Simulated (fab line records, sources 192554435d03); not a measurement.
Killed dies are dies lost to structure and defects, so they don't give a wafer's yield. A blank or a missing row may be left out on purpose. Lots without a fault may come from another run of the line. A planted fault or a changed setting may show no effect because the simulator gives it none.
Split-lot experiment | flow n5_finfet | 7 lots, 39 wafers read, on a route of 1938 steps

THE SPLIT
At N5_BEOL_M8_TRENCH_ETCH_37 (etches SiCOH lowk in C4F6/O2, target depth 93.478 nm, time 31.2 s), the setting target_depth_a was moved away from the recipe's 934.78 angstrom on 18 of the 39 wafers read, by -56.6% to +53.1%. The other wafers ran this setting at the recipe's value.

FROM THE SPLIT TO THE READING: what the file shows between them, 8 steps
- N5_BEOL_M8_ETCH_41: etches SiCN in CH3F/O2, target depth 31.9 nm, time 57.8 s
- N5_BEOL_M8_STRIP_80: strips in N2/H2, time 10 s
- N5_BEOL_M8_OCD_MEAS_38
- N5_BEOL_M8_HM_STRIP_39: strips TiN in peroxide tin strip, target depth 25 nm, time 158 s
- N5_BEOL_M8_SRD_40: time 30 s
- N5_BEOL_M8_ECD_50: material Cu, target thk 300 nm
- N5_BEOL_M8_ANNEAL_51: time 90 s
- N5_BEOL_M8_CMP_52: polishes, stops on SiCOH lowk, t overpolish 6.9 s, target thk 80 nm

THE READING
M8_THK, in nm, at N5_BEOL_M8_THK_MEAS_53 (measures by xrf). Fault-free wafers of this fab line usually give 79.2 nm, standard deviation 2.8 nm.

wafer  | tool, chamber at the split | target_depth_a as run, angstrom | against the recipe | M8_THK, nm | against lot-mates on the recipe
L074.1 | rie_diel-04, 0             | 934.78                          | recipe             | 79.7       | -
L074.3 | rie_diel-04, 1             | 934.78                          | recipe             | 79.5       | -
L074.5 | rie_diel-04, 0             | 934.78                          | recipe             | 79.6       | -
L082.1 | rie_diel-03, 1             | 1203                            | +28.7%             | 106.3      | +27.9
L082.2 | rie_diel-03, 2             | 934.78                          | recipe             | 76.3       | -
L082.3 | rie_diel-03, 3             | 934.78                          | recipe             | 78.9       | -
L082.4 | rie_diel-03, 1             | 934.78                          | recipe             | 79.9       | -
L082.5 | rie_diel-03, 2             | 1203                            | +28.7%             | 102.3      | +23.9
L082.6 | rie_diel-03, 3             | 1203                            | +28.7%             | 104.3      | +25.9
L085.1 | rie_diel-03, 2             | 934.78                          | recipe             | 75.3       | -
L085.2 | rie_diel-03, 0             | 1371                            | +46.7%             | 127.3      | +50.2
L085.3 | rie_diel-03, 1             | 934.78                          | recipe             | 79.8       | -
L085.4 | rie_diel-03, 3             | 1371                            | +46.7%             | 118.3      | +41.2
L085.5 | rie_diel-03, 2             | 1371                            | +46.7%             | 116.6      | +39.5
L085.6 | rie_diel-03, 3             | 934.78                          | recipe             | 76.2       | -
L089.1 | rie_diel-01, 2             | 1431                            | +53.1%             | 125.4      | +44.9
L089.2 | rie_diel-01, 1             | 934.78                          | recipe             | 82.3       | -
L089.3 | rie_diel-01, 3             | 934.78                          | recipe             | 80.7       | -
L089.4 | rie_diel-01, 0             | 1431                            | +53.1%             | 129.6      | +49.1
L089.5 | rie_diel-01, 2             | 934.78                          | recipe             | 78.6       | -
L089.6 | rie_diel-01, 3             | 1431                            | +53.1%             | 131.7      | +51.2
L096.1 | rie_diel-03, 0             | 934.78                          | recipe             | 83.2       | -
L096.2 | rie_diel-03, 3             | 1422                            | +52.1%             | 126.2      | +45.1
L096.3 | rie_diel-03, 1             | 934.78                          | recipe             | 79.7       | -
L096.4 | rie_diel-03, 0             | 1422                            | +52.1%             | 133.6      | +52.5
L096.5 | rie_diel-03, 1             | 934.78                          | recipe             | 80.3       | -
L096.6 | rie_diel-03, 3             | 1422                            | +52.1%             | 123.9      | +42.8
L093.1 | rie_diel-03, 2             | 934.78                          | recipe             | 82.5       | -
L093.2 | rie_diel-03, 3             | 934.78                          | recipe             | 76.5       | -
L093.3 | rie_diel-03, 0             | 428.4                           | -54.2%             | 30.2       | -51.1
L093.4 | rie_diel-03, 2             | 428.4                           | -54.2%             | 28.7       | -52.6
L093.5 | rie_diel-03, 3             | 428.4                           | -54.2%             | 27.1       | -54.2
L093.6 | rie_diel-03, 0             | 934.78                          | recipe             | 85.0       | -
L097.1 | rie_diel-04, 3             | 934.78                          | recipe             | 77.0       | -
L097.2 | rie_diel-04, 2             | 406                             | -56.6%             | 26.5       | -53.8
L097.3 | rie_diel-04, 1             | 934.78                          | recipe             | 83.8       | -
L097.4 | rie_diel-04, 0             | 406                             | -56.6%             | 28.7       | -51.6
L097.5 | rie_diel-04, 0             | 406                             | -56.6%             | 26.8       | -53.5
L097.6 | rie_diel-04, 1             | 934.78                          | recipe             | 80.0       | -

THE FIT
A straight line over all 39 wafers: M8_THK changes by +0.92 nm for each +1% of target_depth_a; r = +1.00; the points scatter about the line by 2.9 nm.
The same after taking each lot's own level away (the mean of its wafers on the recipe; 39 wafers): +0.932 nm for each +1%; r = +1.00; scatter 2.7 nm.
On that fit, the largest move of target_depth_a shifts the reading by 53 nm.
The lots' own levels span 77.10 to 81.33 nm, that is 1.5 times the standard deviation above.
So the lot-to-lot level changes the slope little: the two slopes agree.
Check: with one of the wafers moved furthest among these (-56.6%) left out of the fit, the line predicts -53.1 nm for it against its lot-mates. It came out at -53.8 nm against them.

OTHER SPLITS ON THESE WAFERS
These wafers also went through other splits before the reading. Each is held against what the fit with the lots' levels taken away leaves over:
other split on the same wafers     | wafers away from the commonest value | r with M8_THK (lot level and that fit taken away)
N5_BEOL_M6_ILD_DEP_00 target_thk_a | 15                                   | -0.21

THE WHOLE CHAIN: every reading that the file lists as answering this split, in the file's order
step                      | what it does                                                        | reading                                                                          | change (the file's fit)                                                              | r (the file's)
N5_BEOL_M8_TRENCH_ETCH_37 | etches SiCOH lowk in C4F6/O2, target depth 93.478 nm, time 31.2 s   | etch.depth_nm (the simulator's own value, which no gauge read)                   | +0.921 nm for each +1% of the setting                                                | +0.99
N5_BEOL_M8_TRENCH_ETCH_37 | etches SiCOH lowk in C4F6/O2, target depth 93.478 nm, time 31.2 s   | BEOL_M8.feature_depth_nm (the simulator's own value, which no gauge read)        | +0.922 nm for each +1% of the setting                                                | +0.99
N5_BEOL_M8_TRENCH_ETCH_37 | etches SiCOH lowk in C4F6/O2, target depth 93.478 nm, time 31.2 s   | TiN_of_BEOL_M8_HM_DEP_02.thk_nm (the simulator's own value, which no gauge read) | -0.0277 nm for each +1% of the setting                                               | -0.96
N5_BEOL_M8_OCD_MEAS_38    |                                                                     | trench_depth_nm                                                                  | +0.924 nm for each +1% of the setting                                                | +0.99
N5_BEOL_M8_CMP_52         | polishes, stops on SiCOH lowk, t overpolish 6.9 s, target thk 80 nm | Cu_of_BEOL_M8_ECD_50.thk_nm (the simulator's own value, which no gauge read)     | +0.925 nm for each +1% of the setting                                                | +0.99
N5_BEOL_M8_THK_MEAS_53    | measures by xrf                                                     | M8_THK                                                                           | +0.929 for each +1% of the setting                                                   | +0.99
N5_BEOL_M8_RS_MEAS_57     | measures by four-point-probe                                        | M8_RS                                                                            | not straight: 1.121 at the lowest setting, 0.290 at the recipe, 0.167 at the highest | not given

THE FILE'S OWN FIT
M8_THK changes by +0.929 nm for each +1% of target_depth_a, r = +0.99.
